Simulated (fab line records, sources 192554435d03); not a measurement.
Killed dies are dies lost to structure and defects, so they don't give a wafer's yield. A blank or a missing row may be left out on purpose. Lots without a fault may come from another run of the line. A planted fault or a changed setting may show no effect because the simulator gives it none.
fab line records | flow n5_finfet | part 1 of 2: steps 1 to 4 of 6
record lots=24 wafers=72 last_day=17
route steps=1938 shown PMOS_HMC_CHANNEL_EPI@87 FIN_SAQP@95
lots that met no fault: from a run of the same line without faults
start_h: hours from the record's first day to the start of the lot's first wafer shown | wait_h: hours since the lot's step before | " the same as in the row above | L1.1+2: a row that stands for several wafers | - no value, or no start given | * or withheld: withheld | < > ~ a bound
route shown NAME@n: a module of which the file shows steps, and the number in the route of the first | usual: mean/standard deviation of fault-free wafers | same: alike in all rows | chamber/n: place in a boat | sites: the reading at each site | _std_site: their standard deviation | _edge_site: outer sites' mean less inner sites' | radius_mm: how far each site lies from the wafer's centre | mask NAME#n: copy n | behind: the tool/chamber that last shaped the wafer | hold: why the lot was held/for how many hours/how that ended | device: the transistor (n, p or np) that didn't switch | end of line: the same wafers' tests at the end of the route | a step without rows: its recipe alone | killed: dies lost to structure and defects at the first sort, not the wafer's yield | map: a wafer's dies, x killed, . not, _ none there
set.NAME: the setting as run; set.NAME@STEP: as run at that earlier step | model.NAME: the simulator's own value behind a step, which no gauge read
steps of the route over a sample of lots; a table a step, a row a wafer
services: from which hour (start_h, from the record's first day; less than 0 if before it) a tool's chamber was out of use, for how many hours, and why
## steps
# step N5_PMOS_HMC_CHANNEL_EPI_EPI_26
# recipe material=Si target_thk_a=38 temp_c=650 precursor=SiH4/H2 pressure_torr=20 time_s=22.7
# usual throttle_valve_pct=10.99/0.26
# columns lot.wafer tool chamber start_h wait_h throttle_valve_pct
L074.2 epi_rpcvd-02 0 20.04 0.1 10.65
L074.3 " 0 " " 10.88
L074.4 " 0 " " 10.66
L075.1 epi_rpcvd-02 0 27.23 0.0 10.76
L075.5 " 0 " " 10.67
L075.6 " 0 " " 10.94
L076.3 epi_rpcvd-04 0 31.99 0.1 11.22
L076.4 " 0 " " 11.41
L076.6 " 0 " " 11.19
L077.3 epi_rpcvd-04 0 37.64 0.1 11.11
L077.4 " 0 " " 11.13
L077.6 " 0 " " 11.07
L078.1 epi_rpcvd-04 0 43.86 0.0 11.01
L078.5 " 0 " " 11.08
L078.6 " 0 " " 11.13
L079.2 epi_rpcvd-01 0 53.13 0.1 11.28
L079.4 " 0 " " 11.40
L079.6 " 0 " " 11.49
L080.4 epi_rpcvd-04 0 57.53 0.2 11.21
L080.5 " 0 " " 11.27
L080.6 " 0 " " 11.03
L081.1 epi_rpcvd-04 0 63.19 0.0 11.08
L081.2 " 0 " " 10.90
L081.5 " 0 " " 11.00
L082.1 epi_rpcvd-04 0 69.38 0.0 11.12
L082.3 " 0 " " 11.32
L082.5 " 0 " " 11.26
L083.1 epi_rpcvd-02 0 74.78 0.0 10.53
L083.3 " 0 " " 10.80
L083.5 " 0 " " 10.89
L084.3 epi_rpcvd-04 0 79.86 0.1 11.12
L084.4 " 0 " " 11.12
L084.5 " 0 " " 11.18
L085.1 epi_rpcvd-02 0 85.87 0.0 10.97
L085.4 " 0 " " 10.97
L085.5 " 0 " " 11.00
L086.2 epi_rpcvd-01 0 91.42 0.1 11.29
L086.5 " 0 " " 11.16
L086.6 " 0 " " 11.29
L087.1 epi_rpcvd-02 0 99.89 0.0 10.79
L087.4 " 0 " " 10.72
L087.5 " 0 " " 10.72
L088.2 epi_rpcvd-04 0 104.21 0.1 11.15
L088.4 " 0 " " 11.10
L088.6 " 0 " " 10.90
L089.2 epi_rpcvd-02 0 109.64 0.1 10.85
L089.4 " 0 " " 11.06
L089.6 " 0 " " 10.88
L090.3 epi_rpcvd-02 0 116.11 0.1 10.58
L090.5 " 0 " " 10.79
L090.6 " 0 " " 10.47
L091.1 epi_rpcvd-04 0 122.10 0.0 10.99
L091.2 " 0 " " 11.17
L091.6 " 0 " " 11.27
L092.3 epi_rpcvd-02 0 128.43 0.1 10.66
L092.4 " 0 " " 10.62
L092.5 " 0 " " 10.53
L093.2 epi_rpcvd-01 0 133.89 0.1 11.41
L093.4 " 0 " " 11.72
L093.5 " 0 " " 11.26
L094.1 epi_rpcvd-02 0 139.87 0.0 10.90
L094.2 " 0 " " 10.75
L094.4 " 0 " " 10.53
L095.1 epi_rpcvd-02 0 145.82 0.0 10.83
L095.4 " 0 " " 10.74
L095.5 " 0 " " 10.71
L096.1 epi_rpcvd-04 0 152.69 0.0 11.16
L096.2 " 0 " " 11.27
L096.3 " 0 " " 11.14
L097.1 epi_rpcvd-02 0 157.86 0.0 10.98
L097.2 " 0 " " 10.57
L097.6 " 0 " " 10.62
# step N5_FIN_SAQP_DENSIFY_62
# recipe temp_c=700 time_s=60 ambient=N2 idle_temp_c=600 ramp_up_c_per_s=150 ramp_down_c_per_s=60 cool_to_c=600
# usual lamp_power_pct=9.85/0.054 lamp_zone_1_pct=9.845/0.011 wafer_temp_C_max=703.3/0.57
# columns lot.wafer tool chamber start_h wait_h lamp_power_pct lamp_zone_1_pct wafer_temp_C_max
L074.2 rtp_anneal-02 0 20.71 0.1 9.91 9.859 703.5
L074.3 " 0 " " 9.94 9.848 702.8
L074.4 " 0 " " 9.89 9.834 703.3
L075.1 rtp_anneal-01 0 27.95 0.1 9.83 9.853 703.1
L075.5 " 0 " " 9.86 9.845 703.6
L075.6 " 0 " " 9.84 9.846 703.0
L076.3 rtp_anneal-01 0 32.65 0.2 9.84 9.852 703.1
L076.4 " 0 " " 9.89 9.831 703.2
L076.6 " 0 " " 9.86 9.835 703.6
L077.3 rtp_anneal-02 0 39.52 0.2 9.83 9.850 703.2
L077.4 " 0 " " 9.84 9.865 703.1
L077.6 " 0 " " 9.87 9.818 703.9
L078.1 rtp_anneal-02 0 44.56 0.1 9.89 9.850 702.7
L078.5 " 0 " " 9.78 9.840 705.2
L078.6 " 0 " " 9.76 9.848 702.8
L079.2 rtp_anneal-01 0 53.80 0.1 9.86 9.839 703.2
L079.4 " 0 " " 9.86 9.845 703.0
L079.6 " 0 " " 9.88 9.827 703.8
L080.4 rtp_anneal-02 0 58.29 0.3 9.79 9.855 702.8
L080.5 " 0 " " 9.88 9.858 703.4
L080.6 " 0 " " 9.85 9.856 703.4
L081.1 rtp_anneal-02 0 63.90 0.1 9.84 9.850 703.3
L081.2 " 0 " " 9.91 9.846 702.6
L081.5 " 0 " " 9.86 9.843 703.7
L082.1 rtp_anneal-02 0 70.38 0.1 9.83 9.868 702.8
L082.3 " 0 " " 9.80 9.857 703.0
L082.5 " 0 " " 9.90 9.857 703.0
L083.1 rtp_anneal-01 0 75.91 0.2 9.86 9.855 703.8
L083.3 " 0 " " 9.80 9.845 703.1
L083.5 " 0 " " 9.79 9.852 704.8
L084.3 rtp_anneal-02 0 80.80 0.2 9.86 9.854 704.1
L084.4 " 0 " " 9.86 9.843 702.7
L084.5 " 0 " " 9.75 9.840 702.8
L085.1 rtp_anneal-01 0 86.56 0.1 9.79 9.865 703.6
L085.4 " 0 " " 9.75 9.859 704.2
L085.5 " 0 " " 9.85 9.859 703.3
L086.2 rtp_anneal-02 0 93.77 0.1 9.82 9.841 704.2
L086.5 " 0 " " 9.88 9.836 704.8
L086.6 " 0 " " 9.82 9.843 703.1
L087.1 rtp_anneal-01 0 100.65 0.1 9.82 9.858 702.8
L087.4 " 0 " " 9.90 9.862 704.3
L087.5 " 0 " " 9.95 9.858 703.4
L088.2 rtp_anneal-02 0 105.07 0.1 9.95 9.836 702.6
L088.4 " 0 " " 9.88 9.838 703.1
L088.6 " 0 " " 9.94 9.845 703.4
L089.2 rtp_anneal-02 0 110.34 0.1 9.77 9.847 702.6
L089.4 " 0 " " 9.81 9.853 703.9
L089.6 " 0 " " 9.91 9.843 703.3
L090.3 rtp_anneal-01 0 116.86 0.2 9.80 9.861 702.6
L090.5 " 0 " " 9.81 9.843 703.0
L090.6 " 0 " " 9.88 9.858 704.0
L091.1 rtp_anneal-01 0 122.82 0.1 9.73 9.825 702.3
L091.2 " 0 " " 9.88 9.847 704.0
L091.6 " 0 " " 9.93 9.832 703.1
L092.3 rtp_anneal-01 0 129.08 0.2 9.92 9.838 703.5
L092.4 " 0 " " 9.76 9.845 703.8
L092.5 " 0 " " 9.86 9.828 703.7
L093.2 rtp_anneal-01 0 134.78 0.4 9.86 9.835 702.1
L093.4 " 0 " " 10.02 9.835 703.5
L093.5 " 0 " " 9.82 9.844 704.2
L094.1 rtp_anneal-02 0 140.57 0.1 9.90 9.829 704.1
L094.2 " 0 " " 9.83 9.862 703.6
L094.4 " 0 " " 9.95 9.838 704.4
L095.1 rtp_anneal-01 0 146.51 0.1 9.86 9.842 703.6
L095.4 " 0 " " 9.94 9.832 702.4
L095.5 " 0 " " 9.75 9.835 702.8
L096.1 rtp_anneal-01 0 153.57 0.1 9.87 9.836 703.4
L096.2 " 0 " " 9.72 9.844 702.6
L096.3 " 0 " " 9.91 9.827 702.7
L097.1 rtp_anneal-02 0 158.68 0.1 9.84 9.842 703.1
L097.2 " 0 " " 9.82 9.861 702.7
L097.6 " 0 " " 9.88 9.845 703.4
# step N5_FIN_SAQP_RECESS_63
# recipe chemistry=HF/NH3 target=SiO2 target_depth_a=180 afs_cycles=3 temp_c=30 sublimation_temp_c=180 sublimation_time_s=60
# usual drypump_motor_current_A=5.49/0.24 foreline_p_Torr=0.1280/0.00031
# columns lot.wafer tool chamber start_h wait_h drypump_motor_current_A foreline_p_Torr
L074.2 vapor_etch-02 1 25.77 0.1 5.57 0.1282
L074.3 " 0 " " 5.33 0.1282
L074.4 " 1 " " 5.60 0.1283
L075.1 vapor_etch-02 1 31.46 0.1 5.55 0.1284
L075.5 " 0 " " 5.32 0.1279
L075.6 " 1 " " 5.60 0.1285
L076.3 vapor_etch-02 0 36.13 0.2 5.31 0.1281
L076.4 " 1 " " 5.59 0.1280
L076.6 " 1 " " 5.56 0.1279
L077.3 vapor_etch-01 0 44.28 0.2 5.21 0.1276
L077.4 " 1 " " 5.86 0.1278
L077.6 " 1 " " 5.87 0.1279
L078.1 vapor_etch-01 1 49.84 0.1 5.86 0.1278
L078.5 " 1 " " 5.86 0.1278
L078.6 " 0 " " 5.20 0.1280
L079.2 vapor_etch-02 1 58.21 0.1 5.58 0.1283
L079.4 " 0 " " 5.33 0.1277
L079.6 " 0 " " 5.34 0.1283
L080.4 vapor_etch-01 1 63.13 0.2 5.87 0.1281
L080.5 " 1 " " 5.87 0.1276
L080.6 " 0 " " 5.20 0.1277
L081.1 vapor_etch-01 1 67.70 0.1 5.89 0.1281
L081.2 " 0 " " 5.20 0.1286
L081.5 " 1 " " 5.87 0.1279
L082.1 vapor_etch-02 1 74.03 0.1 5.58 0.1284
L082.3 " 1 " " 5.57 0.1283
L082.5 " 0 " " 5.33 0.1281
L083.1 vapor_etch-01 1 79.41 0.1 5.85 0.1278
L083.3 " 1 " " 5.86 0.1278
L083.5 " 0 " " 5.22 0.1279
L084.3 vapor_etch-02 1 84.33 0.2 5.57 0.1275
L084.4 " 0 " " 5.31 0.1280
L084.5 " 0 " " 5.31 0.1278
L085.1 vapor_etch-02 1 91.50 0.1 5.58 0.1278
L085.4 " 0 " " 5.32 0.1275
L085.5 " 0 " " 5.33 0.1282
L086.2 vapor_etch-02 1 97.64 0.1 5.58 0.1279
L086.5 " 1 " " 5.56 0.1281
L086.6 " 0 " " 5.32 0.1281
L087.1 vapor_etch-01 0 104.33 0.4 5.21 0.1284
L087.4 " 1 " " 5.89 0.1277
L087.5 " 1 " " 5.89 0.1279
L088.2 vapor_etch-02 0 109.15 0.1 5.32 0.1275
L088.4 " 0 " " 5.32 0.1279
L088.6 " 1 " " 5.57 0.1282
L089.2 vapor_etch-02 1 113.87 0.1 5.55 0.1277
L089.4 " 0 " " 5.33 0.1281
L089.6 " 1 " " 5.57 0.1279
L090.3 vapor_etch-01 1 120.84 0.2 5.87 0.1280
L090.5 " 0 " " 5.21 0.1284
L090.6 " 1 " " 5.90 0.1283
L091.1 vapor_etch-01 0 126.31 0.1 5.20 0.1277
L091.2 " 1 " " 5.87 0.1282
L091.6 " 0 " " 5.20 0.1281
L092.3 vapor_etch-02 1 133.53 0.2 5.56 0.1278
L092.4 " 0 " " 5.35 0.1279
L092.5 " 0 " " 5.34 0.1278
L093.2 vapor_etch-02 0 138.46 0.1 5.35 0.1279
L093.4 " 1 " " 5.59 0.1277
L093.5 " 1 " " 5.59 0.1281
L094.1 vapor_etch-02 1 144.21 0.1 5.58 0.1288
L094.2 " 0 " " 5.32 0.1286
L094.4 " 1 " " 5.59 0.1279
L095.1 vapor_etch-01 1 149.87 0.1 5.87 0.1282
L095.4 " 0 " " 5.22 0.1283
L095.5 " 0 " " 5.19 0.1283
L096.1 vapor_etch-02 0 157.17 0.1 5.33 0.1280
L096.2 " 1 " " 5.59 0.1283
L096.3 " 1 " " 5.58 0.1283
L097.1 vapor_etch-01 0 162.60 0.2 5.20 0.1286
L097.2 " 1 " " 5.90 0.1284
L097.6 " 1 " " 5.90 0.1278
# step N5_FIN_SAQP_ETCH_67
# recipe chemistry=CH3F/O2 target=SiNx target_depth_a=300 mask_material=SOC pressure_mtorr=30 source_w=395 bias_w=73 Ar_flow_sccm=150 CH3F_flow_sccm=30 O2_flow_sccm=20 ion_energy_ev=120
# usual drypump_motor_current_A=5.72/0.3 oes_ar_750_au=0.81/0.076 oes_o_777_au=0.81/0.083 oes_product_au=0.81/0.083 rf_vpp_V=299/9.6 showerhead_plenum_p_Torr=2.02/0.044 throttle_valve_pct=16.32/0.28
# columns lot.wafer tool chamber start_h wait_h drypump_motor_current_A oes_ar_750_au oes_o_777_au oes_product_au rf_hours_counter_h rf_vpp_V showerhead_plenum_p_Torr throttle_valve_pct
L074.2 rie_diel-06 2 26.28 0.0 5.66 0.91 0.92 0.91 37 301 2.05 16.45
L074.3 " 0 " " 5.54 0.90 0.87 0.93 6 317 1.96 15.82
L074.4 " 1 " " 5.94 0.73 0.72 0.71 204 295 2.08 16.66
L075.1 rie_diel-04 1 32.01 0.0 5.39 0.73 0.72 0.74 156 306 2.01 16.23
L075.5 " 0 " " 6.23 0.71 0.72 0.70 - 309 2.04 16.30
L075.6 " 1 " " 5.42 0.73 0.72 0.76 - 306 2.01 16.23
L076.3 rie_diel-01 1 36.52 0.0 5.57 0.76 0.78 0.78 140 306 2.07 16.49
L076.4 " 1 " " 5.56 0.76 0.77 0.78 - 306 2.07 16.51
L076.6 " 0 " " 5.14 0.72 0.74 0.70 - 289 2.04 16.55
L077.3 rie_diel-04 2 44.84 0.0 5.46 0.77 0.75 0.77 145 287 2.08 16.08
L077.4 " 1 " " 5.39 0.73 0.72 0.74 - 306 2.00 16.25
L077.6 " 3 " " 6.12 0.87 0.86 0.87 - 301 1.97 16.19
L078.1 rie_diel-04 1 50.42 0.0 5.42 0.73 0.71 0.73 166 305 2.00 16.27
L078.5 " 3 " " 6.15 0.86 0.86 0.85 - 299 1.97 16.21
L078.6 " 1 " " 5.42 0.73 0.71 0.73 - 307 2.00 16.24
L079.2 rie_diel-01 3 58.76 0.0 5.48 0.89 0.88 0.91 22 305 2.02 16.27
L079.4 " 0 " " 5.13 0.70 0.73 0.70 250 290 2.04 16.58
L079.6 " 0 " " 5.13 0.71 0.73 0.70 - 290 2.04 16.57
L080.4 rie_diel-01 1 63.59 0.0 5.56 0.75 0.77 0.77 - 307 2.06 16.53
L080.5 " 2 " " 5.83 0.71 0.68 0.70 - 295 1.93 16.92
L080.6 " 3 " " 5.56 0.87 0.87 0.91 - 305 2.02 16.27
L081.1 rie_diel-04 2 68.47 0.0 5.46 0.76 0.74 0.75 156 285 2.08 16.13
L081.2 " 3 " " 6.18 0.85 0.84 0.84 42 300 1.97 16.23
L081.5 " 0 " " 6.22 0.95 0.96 0.98 - 308 2.04 15.93
L082.1 rie_diel-06 1 74.60 0.0 5.94 0.73 0.71 0.70 212 296 2.08 16.65
L082.3 " 2 " " 5.64 0.90 0.90 0.88 44 300 2.05 16.46
L082.5 " 2 " " 5.65 0.90 0.90 0.90 - 299 2.05 16.48
L083.1 rie_diel-01 0 79.92 0.0 5.13 0.98 1.03 0.97 0 290 2.04 16.08
L083.3 " 3 " " 5.49 0.87 0.87 0.91 29 306 2.02 16.28
L083.5 " 3 " " 5.50 0.87 0.87 0.91 - 305 2.02 16.27
L084.3 rie_diel-06 0 84.73 0.0 5.56 0.87 0.83 0.89 19 317 1.96 15.85
L084.4 " 1 " " 5.94 0.72 0.71 0.70 216 293 2.08 16.67
L084.5 " 1 " " 5.93 0.72 0.71 0.70 - 293 2.08 16.65
L085.1 rie_diel-04 3 92.04 0.0 6.21 0.83 0.82 0.83 51 298 1.97 16.21
L085.4 " 1 " " 5.40 0.71 0.70 0.72 183 307 2.00 16.29
L085.5 " 3 " " 6.16 0.83 0.82 0.83 - 299 1.97 16.24
L086.2 rie_diel-06 1 98.15 0.0 5.93 0.72 0.70 0.69 221 294 2.08 16.68
L086.5 " 0 " " 5.57 0.85 0.81 0.87 - 318 1.96 15.87
L086.6 " 3 " " 6.03 0.87 0.88 0.85 - 285 2.03 16.12
L087.1 rie_diel-06 1 104.85 0.0 5.93 0.71 0.71 0.70 224 294 2.08 16.68
L087.4 " 3 " " 6.06 0.87 0.88 0.86 72 284 2.03 16.13
L087.5 " 1 " " 5.93 0.72 0.70 0.70 - 293 2.08 16.68
L088.2 rie_diel-06 3 109.66 0.0 6.01 0.87 0.87 0.84 74 286 2.03 16.15
L088.4 " 0 " " 5.56 0.85 0.82 0.87 28 317 1.95 15.86
L088.6 " 3 " " 6.03 0.87 0.87 0.86 - 285 2.03 16.13
L089.2 rie_diel-06 3 114.37 0.0 6.03 0.86 0.87 0.84 75 285 2.02 16.14
L089.4 " 1 " " 5.93 0.71 0.70 0.70 228 295 2.08 16.69
L089.6 " 2 " " 5.67 0.87 0.87 0.86 - 300 2.04 16.51
L090.3 rie_diel-01 3 121.23 0.0 5.56 0.85 0.83 0.88 43 306 2.02 16.32
L090.5 " 1 " " 5.57 0.74 0.75 0.75 - 306 2.06 16.56
L090.6 " 0 " " 5.12 0.93 0.96 0.91 - 290 2.04 16.09
L091.1 rie_diel-01 0 126.91 0.0 5.13 0.92 0.95 0.92 17 289 2.03 16.13
L091.2 " 2 " " 5.83 0.70 0.67 0.68 224 293 1.92 16.96
L091.6 " 0 " " 5.12 0.92 0.96 0.91 - 289 2.04 16.11
L092.3 rie_diel-06 3 133.99 0.0 6.04 0.86 0.86 0.83 82 284 2.02 16.15
L092.4 " 0 " " 5.52 0.83 0.80 0.85 35 317 1.95 15.88
L092.5 " 3 " " 6.03 0.86 0.86 0.84 - 285 2.02 16.15
L093.2 rie_diel-06 2 138.97 0.0 5.66 0.86 0.86 0.86 70 301 2.04 16.53
L093.4 " 0 " " 5.60 0.83 0.79 0.86 37 317 1.95 15.87
L093.5 " 3 " " 6.06 0.86 0.86 0.83 - 286 2.02 16.16
L094.1 rie_diel-06 3 144.72 0.0 6.03 0.85 0.86 0.83 87 284 2.02 16.17
L094.2 " 1 " " 5.92 0.70 0.70 0.69 237 294 2.07 16.70
L094.4 " 0 " " 5.58 0.83 0.80 0.85 39 317 1.95 15.88
L095.1 rie_diel-04 2 150.38 0.0 5.46 0.74 0.72 0.72 186 285 2.07 16.15
L095.4 " 1 " " 5.42 0.70 0.69 0.70 204 305 1.99 16.33
L095.5 " 3 " " 6.14 0.82 0.80 0.80 - 300 1.96 16.28
L096.1 rie_diel-06 1 157.68 0.0 5.92 0.70 0.69 0.68 243 293 2.07 16.71
L096.2 " 3 " " 6.06 0.84 0.85 0.82 91 286 2.02 16.17
L096.3 " 2 " " 5.65 0.86 0.86 0.85 76 300 2.03 16.54
L097.1 rie_diel-04 3 163.11 0.0 6.16 0.81 0.80 0.80 75 298 1.96 16.30
L097.2 " 0 " " 6.23 0.87 0.89 0.89 38 308 2.03 15.97
L097.6 " 3 " " 6.12 0.80 0.80 0.79 - 297 1.96 16.27
